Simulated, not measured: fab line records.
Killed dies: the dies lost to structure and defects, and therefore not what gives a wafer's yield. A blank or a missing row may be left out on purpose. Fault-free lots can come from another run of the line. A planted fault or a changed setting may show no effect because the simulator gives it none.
Which tool did it?    flow nand-harc    6 lots, 18 wafers sampled, at 5 steps of a route of 1302

## WHAT THE GAUGES SHOWED, per wafer
NHARC_END_SORT_01.
lot   measured      on         defect-limited-yield (%)
L984  day 30 08:54  prober-02  90.8 88.6 89.4
L991  day 32 21:17  prober-01  92.5 89.1 91.9

## WHAT TOOL EACH LOT RAN ON (gives the tool, then ch and the chambers of the sampled wafers, and finally the start)
lot   NHARC_P_BONDPAD_PVD_17        NHARC_THIN_TSV_CMP_21          NHARC_THIN_TSV_DEGAS_53       NHARC_THIN_TSV_DESCUM_35
L972  pvd-sputter-01, day 7 12:24   cmp-03 ch 0,2, day 24 09:07    pvd-sputter-01, day 24 09:32  rie-diel-11 ch 1,2,3, day 24 10:50
L974  pvd-sputter-01, day 8 10:26   cmp-02 ch 0,1,2, day 24 22:14  pvd-sputter-03, day 24 22:37  rie-diel-12 ch 1,3, day 24 23:56
L979  pvd-sputter-03, day 10 05:32  cmp-02 ch 0,1,3, day 27 01:50  pvd-sputter-01, day 27 02:16  rie-diel-09 ch 1,2,3, day 27 03:31
L982  pvd-sputter-01, day 11 21:23  cmp-01 ch 2,3, day 29 05:28    pvd-sputter-01, day 29 05:54  rie-diel-11 ch 0,1,3, day 29 07:14
L984  pvd-sputter-03, day 12 20:10  cmp-01 ch 0,2,3, day 29 20:42  pvd-sputter-02, day 29 21:07  rie-diel-12 ch 1,2, day 29 22:17
L991  pvd-sputter-03, day 15 03:50  cmp-01 ch 0,1,3, day 32 06:49  pvd-sputter-01, day 32 07:17  rie-diel-12 ch 0,2, day 32 08:26
- NHARC_P_BONDPAD_PVD_17: deposits TaN, target thk 5 nm, time 8.06 s.
- NHARC_THIN_TSV_CMP_21: polishes, t overpolish 30 s, target thk 2000 nm.
- NHARC_THIN_TSV_DEGAS_53: time 60 s.
- NHARC_THIN_TSV_DESCUM_35: chemistry O2, time 3 s.

## THE ANSWER, worked out from the rows above alone
Rule: the lots themselves supply what counts as usual. Put in order of their means at a reading, lots are off if they are a third of the lots or fewer, leave a main group of 4 or more, and stand apart from it by a gap of 3 or more times the standard deviation of the main group's means; of several such gaps the widest counts. A main group whose means are all the same, to the digits that the tables above print for the reading, isn't used. A lot without any number at a reading at which 4 lots or more have one is off too. Where the step has rows for the other lots, those lots are counted as sound.
No lot is off on any of the readings shown, so nothing can be concluded from this.

## WHAT HAD BEEN PUT IN BY THE SIMULATOR
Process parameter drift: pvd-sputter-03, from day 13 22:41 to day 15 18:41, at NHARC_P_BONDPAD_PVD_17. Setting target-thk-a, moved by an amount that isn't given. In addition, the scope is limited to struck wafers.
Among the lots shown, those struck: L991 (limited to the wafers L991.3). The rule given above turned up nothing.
